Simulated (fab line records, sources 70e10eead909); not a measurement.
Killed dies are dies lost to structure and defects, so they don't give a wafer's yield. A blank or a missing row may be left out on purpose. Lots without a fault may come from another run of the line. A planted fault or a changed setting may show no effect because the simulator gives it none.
Chamber matching | flow nand_harc | NHARC_THIN_TSV_DEP_47 on pecvd-03: 3 sister chambers
The step deposits SiO2, target thk 200 nm. 3 wafers are shown with their chamber, then 6 later ones without.

WAFERS WITH THEIR CHAMBER
wafer  | chamber | throttle_valve_pct (%)
L747.5 | 2       | 16.2
L752.1 | 1       | 16.1
L752.4 | 0       | 15.9

WAFERS WITHOUT THEIR CHAMBER
wafer  | throttle_valve_pct (%)
L752.6 | 16.2
L757.1 | 16.1
L757.5 | 16.4
L760.1 | 15.8
L760.2 | 16.6
L760.4 | 16.0

WHICH CHAMBER EACH WENT THROUGH
wafer  | from the rows above          | in truth
L752.6 | can't be placed: 2 or 1 or 0 | 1
L757.1 | can't be placed: 1 or 2 or 0 | 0
L757.5 | can't be placed: 2 or 1 or 0 | 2
L760.1 | can't be placed: 0 or 1 or 2 | 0
L760.2 | can't be placed: 2 or 1 or 0 | 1
L760.4 | can't be placed: 0 or 1 or 2 | 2
Placed correctly: 0 of 6. Can't be placed from these rows: 6 (the true chamber is among the candidates in 6). Placed wrongly: 0.
How it was worked out, from the rows above alone: a wafer's distance from a chamber is the root of the sum, over the readings, of the square of ((its reading less the chamber's mean) divided by the reading's scatter). The wafer belongs to the nearest chamber; if the next one is less than 2 further off, it can't be placed. A chamber's mean is the mean of its shown wafers. The scatter: with one shown wafer a chamber, the root of the mean of the squares of how far each hidden wafer lies from its nearest shown one.
